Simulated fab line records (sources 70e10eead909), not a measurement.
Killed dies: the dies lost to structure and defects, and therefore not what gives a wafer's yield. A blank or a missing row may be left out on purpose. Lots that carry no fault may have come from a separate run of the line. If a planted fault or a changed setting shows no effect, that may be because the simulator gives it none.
Matching of chambers -- flow nandHarc -- NHARC_P_BONDPAD_DEP_00 on pecvd-01 has 3 sister chambers
The step deposits SiCN, target thk 250 nm. 3 wafers are shown with their chamber, then 8 later ones without.

WAFERS PAIRED WITH THEIR CHAMBERS
wafer,chamber,heaterPowerW (W)
L084.4,1,676
L087.5,2,387
L089.1,0,740

WAFERS WITHOUT THEIR CHAMBER
wafer,heaterPowerW (W)
L089.4,757
L089.5,470
L095.2,406
L095.5,645
L095.6,425
L097.3,665
L097.4,792
L097.6,667

EACH ONE'S CHAMBER
wafer,from the rows above,in truth
L089.4,can't be placed: 0 or 1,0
L089.5,2,2
L095.2,2,2
L095.5,can't be placed: 1 or 0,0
L095.6,2,2
L097.3,can't be placed: 1 or 0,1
L097.4,can't be placed: 0 or 1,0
L097.6,can't be placed: 1 or 0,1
Placed correctly: 3 of 8. Can't be placed from these rows: 5 (the true chamber is among the candidates in 5). Placed wrongly: 0.
How it was worked out, from the rows above alone: a wafer's distance from a chamber is the root of the sum, over the readings, of the square of ((its reading less the chamber's mean) divided by the reading's scatter). The wafer belongs to the nearest chamber; if the next one is less than 2 further off, it can't be placed. For every chamber, the mean is computed from those of its wafers that are shown. The scatter: root of mean squared gap, hidden wafer to nearest shown wafer, with one shown wafer a chamber.
